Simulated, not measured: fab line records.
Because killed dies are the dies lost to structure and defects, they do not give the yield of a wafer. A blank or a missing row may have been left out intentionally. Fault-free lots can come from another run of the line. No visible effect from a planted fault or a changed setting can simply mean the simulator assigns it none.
Split-lot trial -- flow n5_finfet -- 21 wafers read across 7 lots, on a route 1938 steps long

THE SPLIT ITSELF
At N5_SDB_EXPOSE_08 (exposes mask SDB), the setting dose_mj was moved away from the recipe's 49.6 on 6 of the 21 wafers read, by -6.8% to +6.9%. For the rest of the wafers, this setting stayed at what the recipe calls for.

FROM THE SPLIT TO THE READING: what the file shows between them, 2 steps
- N5_SDB_PEB_09: peb time 60 s
- N5_SDB_DEVELOP_10: develop time 30 s

THE READING
cd_nm (nm) at N5_SDB_CD_MEAS_11, where the cd target is 50 nm. A value of 50.3 nm with a standard deviation of 1.3 nm is what fault-free wafers of this fab line usually give.

wafer,"tool, chamber at the split",dose_mj as run,against the recipe,"cd_nm, nm",against lot-mates on the recipe
L080.3,"arfi_scanner-02, 0",51.41,+3.6%,54.0,no lot-mate on the recipe
L080.5,"arfi_scanner-02, 0",51.41,+3.6%,54.6,no lot-mate on the recipe
L080.6,"arfi_scanner-02, 0",51.41,+3.6%,55.5,no lot-mate on the recipe
L082.4,"arfi_scanner-03, 0",49.6,recipe,51.0,-
L082.5,"arfi_scanner-03, 0",46.21,-6.8%,44.3,-7.2
L082.6,"arfi_scanner-03, 0",49.6,recipe,51.9,-
L083.3,"arfi_scanner-02, 0",49.6,recipe,50.4,-
L083.4,"arfi_scanner-02, 0",49.6,recipe,48.8,-
L083.5,"arfi_scanner-02, 0",49.6,recipe,51.3,-
L084.1,"arfi_scanner-02, 0",49.6,recipe,49.3,-
L084.3,"arfi_scanner-02, 0",49.6,recipe,50.3,-
L084.4,"arfi_scanner-02, 0",49.6,recipe,49.0,-
L086.1,"arfi_scanner-03, 0",53.03,+6.9%,54.0,+4.9
L086.4,"arfi_scanner-03, 0",53.03,+6.9%,55.3,+6.2
L086.6,"arfi_scanner-03, 0",49.6,recipe,49.1,-
L092.1,"arfi_scanner-01, 0",49.6,recipe,49.7,-
L092.3,"arfi_scanner-01, 0",49.6,recipe,50.9,-
L092.4,"arfi_scanner-01, 0",49.6,recipe,51.2,-
L097.2,"arfi_scanner-03, 0",49.6,recipe,51.3,-
L097.4,"arfi_scanner-03, 0",49.6,recipe,51.3,-
L097.6,"arfi_scanner-03, 0",49.6,recipe,49.4,-

THE FIT
A straight line over all 21 wafers: cd_nm changes by +0.811 nm for each +1% of dose_mj; r = +0.90; the points scatter about the line by 1.2 nm.
The same after taking each lot's own level away (the mean of its wafers on the recipe; 18 wafers): +0.889 nm for each +1%; r = +0.96; scatter 0.82 nm.
On that fit, the largest move of dose_mj shifts the reading by 6.1 nm.
Measured against the standard deviation above, the lots' own levels, which go from 49.10 to 51.45 nm, span 1.8 times it.
The two slopes agree, so the slope changes little with the lot-to-lot level.
Check: +6.65 nm against its lot-mates is what the line predicts for one of the wafers moved furthest among these (+6.9%) when that wafer is left out of the fit. It came out at +4.9 nm against them.

THESE WAFERS: OTHER SPLITS
These wafers also went through other splits before the reading. Each is held against what the fit with the lots' levels taken away leaves over:
other split on the same wafers,wafers away from the commonest value,r with cd_nm (lot level and that fit taken away)
N5_WELL_APT_COAT_02 spin_rpm,9,+0.03
N5_FIN_SAQP_PEB_14 peb_time_s,4,+0.19
N5_DUMMY_GATE_COAT_28 spin_rpm,6,+0.17
N5_SD_EPI_N_EPI_21 time_s,3,+0.16

THE FILE'S OWN FIT
cd_nm changes by +0.923 nm for each +1% of dose_mj, r = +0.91.
